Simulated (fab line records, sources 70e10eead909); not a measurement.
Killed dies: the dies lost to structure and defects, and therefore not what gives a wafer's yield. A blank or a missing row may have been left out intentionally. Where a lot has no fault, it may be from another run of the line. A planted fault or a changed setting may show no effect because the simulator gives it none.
fab line records	flow nandHarc
record lots=12	wafers=36	lastDay=34
route steps=1302 shown A_DECK1_JOINT@544 A_ONON_D2@564 A_CHANNEL_HOLE_D2@571 END@1302
lots untouched by any fault: they come from a run of this same line in which no faults occurred
startH: hours from the record's first day to the start of the lot's first wafer shown	waitH: time in hours since the lot's previous step	" identical to the entry in the row above	L1.1+2: a single row standing in for several wafers	- no value, or no start was given	* or withheld: withheld	< > ~ a bound
route shown NAME@n: NAME is a module with steps in the file, n the number in the route of the first one	usual: mean/standard deviation of fault-free wafers	same: alike in all rows	chamber/n: place in a boat	sites: each site's reading	_std_site: standard deviation across them	_edge_site: outer sites' mean less inner sites'	radiusMm: for every site, how far away it sits from the centre of the wafer	mask NAME#n: copy n	behind: tool/chamber where the wafer was last shaped	hold: why the lot was held/for how many hours/how that ended	device: whichever transistor did not switch (one of n, p or np)	end of line: tests of these same wafers at the route's end	for a step that has no rows: nothing shown but its recipe	killed: the dies lost at the first sort to structure and to defects; this is not the yield of the wafer	map: the dies of a wafer, with x for killed, . for not killed, _ for no die there
set.NAME: setting as actually run; set.NAME@STEP: the setting as run at that earlier step	model.NAME: the simulator's own value behind a step, which no gauge read
one table for each step of the route and one row for each wafer, over a sample of lots
services: the hour from which a tool's chamber was out of use, counted from the record's first day as startH (under 0 if before that day), plus the number of hours and why
## steps
# step NHARC_A_DECK1_JOINT_INSPECT_05
# usual rawDefectCount=320/100
lot.wafer	tool	chamber	startH	waitH	rawDefectCount
L833.2	defectInspect-02	-	276.80	0.0	195
L833.5	"	-	"	"	210
L833.6	"	-	"	"	158
L836.2	defectInspect-01	-	298.67	0.0	280
L836.3	"	-	"	"	314
L836.5	"	-	"	"	385
L837.1	defectInspect-02	-	305.62	0.0	577
L837.4	"	-	"	"	477
L837.5	"	-	"	"	575
L838.2	defectInspect-01	-	322.38	0.0	308
L838.5	"	-	"	"	325
L838.6	"	-	"	"	382
L841.1	defectInspect-01	-	356.26	0.0	328
L841.4	"	-	"	"	295
L841.6	"	-	"	"	226
L842.1	defectInspect-01	-	372.29	0.0	415
L842.5	"	-	"	"	332
L842.6	"	-	"	"	320
L847.1	defectInspect-02	-	424.78	0.0	491
L847.2	"	-	"	"	446
L847.5	"	-	"	"	399
L850.1	defectInspect-01	-	449.85	0.0	426
L850.4	"	-	"	"	285
L850.5	"	-	"	"	349
L852.2	defectInspect-01	-	452.45	0.0	251
L852.3	"	-	"	"	369
L852.6	"	-	"	"	170
L854.2	defectInspect-02	-	495.91	0.0	205
L854.3	"	-	"	"	134
L854.6	"	-	"	"	272
L855.3	defectInspect-02	-	504.38	0.0	218
L855.4	"	-	"	"	444
L855.5	"	-	"	"	306
L856.3	defectInspect-01	-	508.49	0.0	458
L856.4	"	-	"	"	393
L856.6	"	-	"	"	303
# step NHARC_A_ONON_D2_DEP_28
# recipe targetThkA=10000	n2FlowSccm=2750	n2oFlowSccm=2000	nh3FlowSccm=500	sih4FlowSccm=210	tempC=400
# usual nh3FlowSccm=500.0/1.5	sih4FlowSccm=209.8/0.75
lot.wafer	tool	chamber	startH	waitH	nh3FlowSccm	sih4FlowSccm
L833.2	pecvdOnon-03	0	288.82	0.1	498.8	209.0
L833.5	"	0	"	"	500.1	209.7
L833.6	"	0	"	"	499.0	210.4
L836.2	pecvdOnon-01	0	313.52	0.1	499.5	209.4
L836.3	"	0	"	"	500.1	209.8
L836.5	"	0	"	"	498.5	208.8
L837.1	pecvdOnon-02	0	317.61	0.1	499.1	209.7
L837.4	"	0	"	"	499.3	209.8
L837.5	"	0	"	"	499.8	209.6
L838.2	pecvdOnon-03	0	334.81	0.1	500.7	210.9
L838.5	"	0	"	"	500.4	210.3
L838.6	"	0	"	"	500.7	211.2
L841.1	pecvdOnon-01	0	368.57	0.1	497.8	210.0
L841.4	"	0	"	"	500.3	209.8
L841.6	"	0	"	"	499.4	211.1
L842.1	pecvdOnon-03	0	384.23	0.1	498.6	210.3
L842.5	"	0	"	"	498.5	210.4
L842.6	"	0	"	"	498.7	209.1
L847.1	pecvdOnon-02	0	437.11	0.1	501.6	210.4
L847.2	"	0	"	"	498.8	209.9
L847.5	"	0	"	"	500.5	208.8
L850.1	pecvdOnon-03	0	461.88	0.1	498.8	209.8
L850.4	"	0	"	"	500.4	210.5
L850.5	"	0	"	"	501.5	209.7
L852.2	pecvdOnon-03	0	462.30	0.1	498.6	210.6
L852.3	"	0	"	"	499.6	211.1
L852.6	"	0	"	"	501.9	210.5
L854.2	pecvdOnon-01	0	508.28	0.1	498.3	209.1
L854.3	"	0	"	"	500.0	208.9
L854.6	"	0	"	"	499.6	209.1
L856.3	pecvdOnon-02	0	519.03	0.2	497.9	210.2
L856.4	"	0	"	"	498.3	209.8
L856.6	"	0	"	"	496.1	209.6
L855.3	pecvdOnon-01	0	519.03	0.2	496.5	210.7
L855.4	"	0	"	"	498.9	209.8
L855.5	"	0	"	"	499.5	210.2
# step NHARC_A_ONON_D2_THK_MEAS_30
# recipe thkMeasGauge=ellipsometry
# usual thkNm=1002/8.5
lot.wafer	tool	chamber	startH	waitH	thkNm
L833.2	filmMetro-02	-	289.28	-	1004
L833.5	"	-	"	"	1005
L833.6	"	-	"	"	1004
L836.2	filmMetro-01	-	313.97	-	995
L836.3	"	-	"	"	993
L836.5	"	-	"	"	994
L837.1	filmMetro-01	-	318.12	-	1010
L837.4	"	-	"	"	1011
L837.5	"	-	"	"	1013
L838.2	filmMetro-01	-	335.27	-	990
L838.5	"	-	"	"	990
L838.6	"	-	"	"	989
L841.1	filmMetro-02	-	369.08	-	1012
L841.4	"	-	"	"	1011
L841.6	"	-	"	"	1011
L842.1	filmMetro-01	-	384.74	-	1009
L842.5	"	-	"	"	1009
L842.6	"	-	"	"	1011
L847.1	filmMetro-01	-	437.62	-	998
L847.2	"	-	"	"	997
L847.5	"	-	"	"	999
L850.1	filmMetro-02	-	462.39	-	1594
L850.4	"	-	"	"	1593
L850.5	"	-	"	"	1595
L852.2	filmMetro-02	-	462.75	-	1608
L852.3	"	-	"	"	1611
L852.6	"	-	"	"	1609
L854.2	filmMetro-01	-	508.73	-	1006
L854.3	"	-	"	"	1007
L854.6	"	-	"	"	1006
L856.3	filmMetro-01	-	519.43	-	985
L856.4	"	-	"	"	984
L856.6	"	-	"	"	985
L855.3	filmMetro-02	-	519.43	-	1002
L855.4	"	-	"	"	1001
L855.5	"	-	"	"	1001
# step NHARC_A_CHANNEL_HOLE_D2_DEP_01
# recipe targetThkA=1400	targetThkNm=140	tempC=400	pressureTorr=3.5	flowSccm=200	rfW=350	material=SiON
# usual heaterPowerW=699/86
lot.wafer	tool	chamber	startH	waitH	heaterPowerW
L833.2	pecvd-04	0	291.85	1.3	602
L833.6	"	2	"	"	634
L833.5	"	1	"	"	808
L836.3	pecvd-04	0	318.68	1.0	670
L836.2	"	1	"	"	796
L836.5	"	2	"	"	621
L837.1	pecvd-02	1	324.13	1.7	689
L837.4	"	2	"	"	654
L837.5	"	1	"	"	701
L838.2	pecvd-03	0	337.86	1.4	866
L838.5	"	1	"	"	882
L838.6	"	0	"	"	872
L841.1	pecvd-02	0	371.68	1.7	761
L841.6	"	1	"	"	664
L841.4	"	2	"	"	714
L842.1	pecvd-03	1	387.85	1.6	733
L842.5	"	2	"	"	677
L842.6	"	0	"	"	832
L847.2	pecvd-03	1	442.74	1.3	744
L847.1	"	2	"	"	672
L847.5	"	2	"	"	665
L854.3	pecvd-03	0	511.25	1.0	800
L854.2	"	2	"	"	652
L854.6	"	2	"	"	636
L856.3	pecvd-04	1	522.03	1.0	774
L856.4	"	2	"	"	540
L856.6	"	1	"	"	778
L855.3	pecvd-02	0	523.95	1.0	721
L855.5	"	2	"	"	673
L855.4	"	0	"	"	738
# step NHARC_A_CHANNEL_HOLE_D2_DESCUM_15
# recipe timeS=3	o2FlowSccm=200	arFlowSccm=0	biasPowerW=0	chemistry=O2
# usual drypumpMotorCurrentA=5.6/0.42	oesProductAu=1.001/0.011	rfVppV=57.9/0.8	showerheadPlenumPTorr=1.90/0.069	throttleValvePct=11.312/0.0094
lot.wafer	tool	chamber	startH	waitH	drypumpMotorCurrentA	oesProductAu	rfHoursCounterH	rfVppV	showerheadPlenumPTorr	throttleValvePct
L833.2	rieDiel-02	2	292.85	0.1	5.9	0.982	1.7	59.0	1.92	11.335
L833.5	"	0	"	"	4.9	1.015	-	58.2	1.98	11.306
L833.6	"	1	"	"	5.3	1.003	-	58.4	1.86	11.315
L836.2	rieDiel-02	2	319.56	0.1	5.9	1.001	4.5	57.9	1.92	11.319
L836.3	"	0	"	"	4.9	1.010	3.6	58.5	1.98	11.314
L836.5	"	1	"	"	5.3	1.001	-	58.3	1.86	11.312
L837.1	rieDiel-05	2	324.98	0.1	5.0	0.988	4.8	57.8	2.03	11.322
L837.5	"	3	"	"	6.1	1.015	-	57.7	1.90	11.317
L837.4	"	1	"	"	5.8	1.007	-	57.1	1.81	11.316
L838.2	rieDiel-02	1	338.59	0.1	5.3	1.008	5.2	58.4	1.86	11.306
L838.5	"	1	"	"	5.3	1.004	-	58.5	1.86	11.347
L838.6	"	2	"	"	5.9	0.987	-	58.6	1.92	11.319
L841.1	rieDiel-12	1	372.59	0.1	5.3	0.978	4.5	57.2	2.00	11.302
L841.4	"	2	"	"	5.9	1.000	6.0	56.0	1.93	11.306
L841.6	"	2	"	"	5.9	0.987	-	58.1	1.93	11.307
L842.1	rieDiel-02	2	388.78	0.1	5.9	0.994	7.4	58.1	1.92	11.326
L842.5	"	0	"	"	4.9	0.997	-	59.3	1.98	11.306
L842.6	"	1	"	"	5.3	0.998	-	57.2	1.86	11.299
L847.1	rieDiel-12	0	443.54	0.1	6.2	1.009	9.2	58.0	1.81	11.310
L847.2	"	1	"	"	5.4	0.972	7.8	58.1	2.00	11.307
L847.5	"	3	"	"	5.6	0.997	-	58.3	1.85	11.309
L854.3	rieDiel-12	2	512.15	0.1	5.9	1.011	2.9	58.6	1.92	11.318
L854.2	"	3	"	"	5.6	1.021	2.5	57.8	1.85	11.314
L854.6	"	2	"	"	5.9	1.005	-	58.2	1.92	11.300
L856.4	rieDiel-12	3	522.78	0.1	5.6	1.010	3.7	57.7	1.85	11.321
L856.3	"	0	"	"	6.2	1.014	4.1	57.0	1.81	11.316
L856.6	"	2	"	"	5.9	1.006	-	58.2	1.92	11.308
L855.3	rieDiel-12	3	524.81	0.1	5.6	1.018	4.2	56.6	1.85	11.314
L855.4	"	0	"	"	6.2	0.997	4.5	57.5	1.81	11.313
L855.5	"	2	"	"	5.9	0.998	-	57.8	1.92	11.309
# step NHARC_END_SORT_01
# recipe tempC=25
# usual killedAtArray=51/18	killedAtOther=1.0/1.2	killedAtPeriphery=3.7/2.9	killedDies=55/19	killedOpen=3.5/1.9	killedShort=2.6/1.6
# same grossDies=677
lot.wafer	tool	chamber	startH	waitH	killedAtArray	killedAtOther	killedAtPeriphery	killedDies	killedOpen	killedShort
L850.1	prober-01	0	739.84	2.5	676	0	1	677	1	3
L850.4	prober-01	0	742.20	3.4	673	0	4	677	4	2
L850.5	prober-01	0	742.99	3.7	674	0	3	677	0	0
L852.2	prober-02	0	740.70	2.8	669	3	5	677	6	7
L852.3	prober-02	0	741.51	3.1	673	4	0	677	1	3
L852.6	prober-02	0	743.91	4.0	673	3	1	677	3	4
# killed by level:class
L850.1 A_ONON_D2:areaDep=621 A_SLIT:chamberFilmFlake=24 A_CHANNEL_HOLE_D2:chamberFilmFlake=17 A_CHANNEL_HOLE_D1:chamberFilmFlake=5 A_CHANNEL_FILL_D2:chamberFilmFlake=2 A_CONTACT:chamberFilmFlake=2 A_ONON_D1:geometricParticle:short=1 A_DECK1_JOINT:geometricParticle:short=1
L852.2 A_ONON_D2:areaDep=618 A_CHANNEL_HOLE_D2:chamberFilmFlake=28 A_CHANNEL_HOLE_D1:chamberFilmFlake=6 A_CONTACT:chamberFilmFlake=4 A_SLIT:chamberFilmFlake=3 A_WL_FILL:geometricParticle:open=2 THIN_TSV:chamberFilmFlake=2 P_CONTACT:geometricParticle:short=1
L852.3 A_ONON_D2:areaDep=607 A_CHANNEL_HOLE_D2:chamberFilmFlake=25 A_CHANNEL_HOLE_D1:chamberFilmFlake=15 A_CONTACT:chamberFilmFlake=13 A_SLIT:chamberFilmFlake=5 THIN_TSV:chamberFilmFlake=4 A_DECK1_JOINT:chamberFilmFlake=2 A_ONON_D1:geometricParticle:short=1
L850.4 A_ONON_D2:areaDep=623 A_SLIT:chamberFilmFlake=30 A_CHANNEL_HOLE_D2:chamberFilmFlake=9 A_CHANNEL_HOLE_D1:chamberFilmFlake=3 A_CONTACT:chamberFilmFlake=2 P_CONTACT:geometricParticle:open=1 P_M0:geometricParticle:open=1 A_ONON_D1:geometricParticle:short=1
L850.5 A_ONON_D2:areaDep=625 A_CHANNEL_HOLE_D2:chamberFilmFlake=21 A_SLIT:chamberFilmFlake=18 A_CHANNEL_HOLE_D1:chamberFilmFlake=4 P_STI:chamberFilmFlake=2 A_DECK1_JOINT:chamberFilmFlake=2 A_CONTACT:chamberFilmFlake=2 P_GATE:chamberFilmFlake=1
L852.6 A_ONON_D2:areaDep=640 A_CONTACT:chamberFilmFlake=8 A_CHANNEL_HOLE_D1:chamberFilmFlake=6 A_CHANNEL_HOLE_D2:chamberFilmFlake=6 A_SLIT:chamberFilmFlake=3 THIN_TSV:chamberFilmFlake=3 A_ONON_D2:geometricParticle:open=2 A_WL_FILL:chamberFilmFlake=2
## services
tool	chamber	startH	hours	kind
rieDiel-12	-	268.40	9.0	pm
pecvdOnon-01	-	269.33	13.0	pm
pecvd-04	-	269.38	13.0	pm
rieDiel-02	1	274.13	2.5	repair
pecvd-02	-	290.81	1.7	repair
pecvd-03	-	305.98	0.3	repair
pecvd-03	-	317.97	1.2	repair
rieDiel-12	1	331.25	12.8	repair
pecvd-03	-	366.00	13.0	pm
pecvdOnon-02	-	366.59	13.0	pm
pecvd-03	-	379.03	0.9	repair
pecvd-04	1	380.23	3.6	repair
pecvd-02	2	388.39	26.4	repair
pecvd-02	1	390.43	26.2	repair
rieDiel-02	-	393.70	9.0	pm
pecvdOnon-03	-	408.24	13.0	pm
pecvd-02	-	408.56	13.0	pm
rieDiel-02	2	411.68	7.4	repair
rieDiel-12	-	445.48	9.0	pm
pecvdOnon-01	-	450.33	13.0	pm
pecvd-04	-	450.65	13.0	pm
rieDiel-12	3	479.57	10.5	repair
pecvd-04	1	492.80	18.8	repair
rieDiel-02	-	499.38	0.3	repair
## key
firstSign step=NHARC_A_ONON_D2_THK_MEAS_30	reading=thkNm	direction=up	sigmas=71	usual=1002	struck=1602
effect step=NHARC_END_SORT_01	reading=killedAtArray	direction=up	sigmas=34	usual=51	struck=673
moreKillsBornAt NHARC_A_ONON_D2_DEP_28@pecvdOnon-03=3734
metAt NHARC_A_ONON_D2_DEP_28
struckLots L850,L852
struckWafers L850.1,L850.4,L850.5,L852.2,L852.3,L852.6
laterRowsLeftOut L850.1,L850.4,L850.5,L852.2,L852.3,L852.6
testerLeftOut L850,L852
notActingAt NHARC_A_DECK1_JOINT_INSPECT_05,NHARC_A_CHANNEL_HOLE_D2_DEP_01,NHARC_A_CHANNEL_HOLE_D2_DESCUM_15
onsetBetween 384.23 461.88
fault kind=processParameterDrift	tool=pecvdOnon-03	chamber=0	onsetH=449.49	steps=NHARC_A_ONON_D2_DEP_28	channel=targetThkA	offset=*	shape=step	endH=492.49	actsIn=*	stated=*
# testerLeftOut: of these lots the tester's yield and bins aren't shown, on N5 and GAA mostly nor the transistor test; their killed dies are dies lost to structure and defects alone, not to doping, threshold or leakage, so they don't give the yield
# laterRowsLeftOut: the simulator's readings of these wafers behind a module that went badly wrong aren't trusted and aren't shown, but for the sort
